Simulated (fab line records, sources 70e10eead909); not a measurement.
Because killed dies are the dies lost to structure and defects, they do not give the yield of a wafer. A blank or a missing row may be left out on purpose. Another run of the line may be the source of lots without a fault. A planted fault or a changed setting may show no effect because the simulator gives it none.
Which tool is to blame? :: flow nand-harc :: 6 lots with 18 wafers sampled at 4 steps, on a route of 1302 steps

## WHAT THE GAUGES READ, wafer by wafer
NHARC_A_BLC_INSPECT_28.
lot: L982
measured: day 24 04:31
on: defect-inspect-01
raw-defect-count: 437 577 698

lot: L990
measured: day 27 07:40
on: defect-inspect-02
raw-defect-count: 433 497 423

lot: L992
measured: day 28 05:16
on: defect-inspect-02
raw-defect-count: 436 613 474

lot: L996
measured: day 30 04:48
on: defect-inspect-02
raw-defect-count: 485 636 392

lot: L999
measured: day 32 01:54
on: defect-inspect-01
raw-defect-count: 416 612 520

lot: L998
measured: day 32 10:25
on: defect-inspect-01
raw-defect-count: 488 631 552

## WHICH TOOL RAN EACH LOT (tool, then ch and the chambers of the sampled wafers, then the start)
lot: L982
NHARC_A_CONTACT_ETCH_110: rie-diel-02 ch 1,2, day 23 22:07
NHARC_A_BLC_STRIP_21: rie-diel-10 ch 0,1,3, day 24 02:37
NHARC_A_BLC_DEGAS_30: pvd-sputter-02, day 24 03:02

lot: L990
NHARC_A_CONTACT_ETCH_110: rie-diel-11 ch 2,3, day 27 01:53
NHARC_A_BLC_STRIP_21: rie-diel-07 ch 0,2, day 27 05:53
NHARC_A_BLC_DEGAS_30: pvd-sputter-03, day 27 06:18

lot: L992
NHARC_A_CONTACT_ETCH_110: rie-diel-02 ch 1,2, day 27 23:31
NHARC_A_BLC_STRIP_21: rie-diel-13 ch 0,3, day 28 03:26
NHARC_A_BLC_DEGAS_30: pvd-sputter-02, day 28 03:50

lot: L996
NHARC_A_CONTACT_ETCH_110: rie-diel-04 ch 0,2, day 29 22:52
NHARC_A_BLC_STRIP_21: rie-diel-13 ch 1,2, day 30 02:59
NHARC_A_BLC_DEGAS_30: pvd-sputter-01, day 30 03:25

lot: L999
NHARC_A_CONTACT_ETCH_110: rie-diel-02 ch 1,2,3, day 31 20:08
NHARC_A_BLC_STRIP_21: rie-diel-07 ch 1,2, day 32 00:06
NHARC_A_BLC_DEGAS_30: pvd-sputter-03, day 32 00:31

lot: L998
NHARC_A_CONTACT_ETCH_110: rie-diel-04 ch 0,1,2, day 32 04:38
NHARC_A_BLC_STRIP_21: rie-diel-13 ch 0,1,3, day 32 08:38
NHARC_A_BLC_DEGAS_30: pvd-sputter-02, day 32 09:03
- NHARC_A_CONTACT_ETCH_110: etches the open film in CF4/O2, target depth 60 nm, overetch 6 nm, time 33 s.
- NHARC_A_BLC_STRIP_21: strips in O2.
- NHARC_A_BLC_DEGAS_30: time 60 s.

## THE ANSWER, worked out from the rows above alone
Rule: the lots themselves supply what counts as usual. The widest of any qualifying gaps counts: lots, ordered by their means at a reading, are off when they make up no more than a third of the lots, leave a main group of 4 or more, and stand apart from it by 3 or more times the standard deviation of that group's means. The tables above print the reading to a certain number of digits; a main group whose means all agree to those digits is not used. Also off: a lot with no number at a reading for which 4 or more lots have one. Where the step has rows for the other lots, those lots are counted as sound.
None of the lots is off at any reading shown; this tells nothing.

## WHAT HAD BEEN PUT IN BY THE SIMULATOR
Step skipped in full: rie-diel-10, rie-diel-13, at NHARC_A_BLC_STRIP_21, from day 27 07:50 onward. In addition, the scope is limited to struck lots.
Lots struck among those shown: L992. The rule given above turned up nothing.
